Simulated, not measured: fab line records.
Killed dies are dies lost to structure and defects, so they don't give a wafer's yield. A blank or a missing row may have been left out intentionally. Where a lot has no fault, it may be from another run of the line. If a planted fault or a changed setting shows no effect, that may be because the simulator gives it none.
Matching of chambers -- flow n5Finfet -- 4 sister chambers for N5_BEOL_M10_CMP_52 on cmp-03
The step polishes, stops on SiCOH lowk, t overpolish 7 s, target thk 140 nm. 22 wafers are shown with their chamber, then 11 later ones without.

EACH WAFER AND ITS CHAMBER
wafer,chamber,motorCurrentA (A),timeToEndpointS (s),overpolishRunS (s)
L077.3,3,5.9,70.1,7.009
L077.4,1,6.0,67.7,7.007
L077.6,2,6.0,66.2,7.002
L080.1,0,5.1,66.4,6.988
L080.3,2,5.9,68.2,7.000
L080.4,1,5.7,68.0,6.992
L082.2,3,5.9,67.2,7.002
L082.4,1,5.9,67.6,7.008
L082.5,2,6.0,64.9,6.996
L081.1,3,6.1,69.4,7.005
L081.2,0,5.5,64.6,7.000
L081.6,2,5.9,64.5,6.999
L085.2,0,4.9,66.7,7.001
L085.4,2,5.9,66.5,7.004
L085.5,2,6.3,65.7,7.007
L086.2,3,5.8,69.4,6.988
L086.3,2,5.7,66.1,6.992
L086.6,0,5.3,66.7,6.994
L087.2,0,5.2,65.7,6.999
L087.3,3,6.1,68.5,7.002
L087.5,2,5.9,67.7,7.012
L088.1,0,5.3,68.7,6.998

SIGNATURES (means of the wafers above)
reading,chamber 0,chamber 1,chamber 2,chamber 3,scatter within a chamber
motorCurrentA,5.217,5.867,5.950,5.960,0.171
timeToEndpointS,66.467,67.767,66.225,68.920,1.19
overpolishRunS,6.99667,7.00233,7.00150,7.00120,0.00669
Rule: for a wafer and a chamber, the distance is found by dividing, reading by reading, the gap between the wafer's reading and the chamber's mean by the reading's scatter, squaring, summing and taking the root. If the next closest chamber is less than 2 further off than the closest, the wafer can't be placed; otherwise it belongs to the closest. How the scatter is found: for the shown wafers, subtract from each reading the mean of its chamber, square and add these, divide the total by (wafers less chambers), then take the root.

WAFERS WITHOUT THEIR CHAMBER
wafer,motorCurrentA (A),timeToEndpointS (s),overpolishRunS (s)
L088.4,6.1,67.1,7.001
L088.5,6.5,65.3,6.993
L092.1,5.7,63.2,7.005
L092.2,6.2,62.9,7.002
L092.3,5.9,68.9,7.002
L094.1,6.2,63.7,7.008
L094.4,5.1,66.3,7.018
L094.5,6.1,62.2,6.998
L096.1,6.2,63.9,6.986
L096.2,6.0,67.6,7.012
L096.4,5.4,64.8,6.989

EACH ONE'S CHAMBER
wafer,from the rows above,in truth
L088.4,can't be placed: 2 or 1 or 3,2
L088.5,can't be placed: 2 or 1 or 3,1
L092.1,can't be placed: 2 or 1 or 0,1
L092.2,can't be placed: 2 or 1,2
L092.3,can't be placed: 3 or 1 or 2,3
L094.1,can't be placed: 2 or 1 or 3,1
L094.4,can't be placed: 0 or 1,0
L094.5,can't be placed: 2 or 1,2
L096.1,can't be placed: 2 or 1 or 3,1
L096.2,can't be placed: 1 or 2 or 3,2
L096.4,can't be placed: 0 or 2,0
0 of 11 placed correctly. From these rows, 11 cannot be placed; in 11 the true chamber is one of the candidates. 0 placed wrongly.
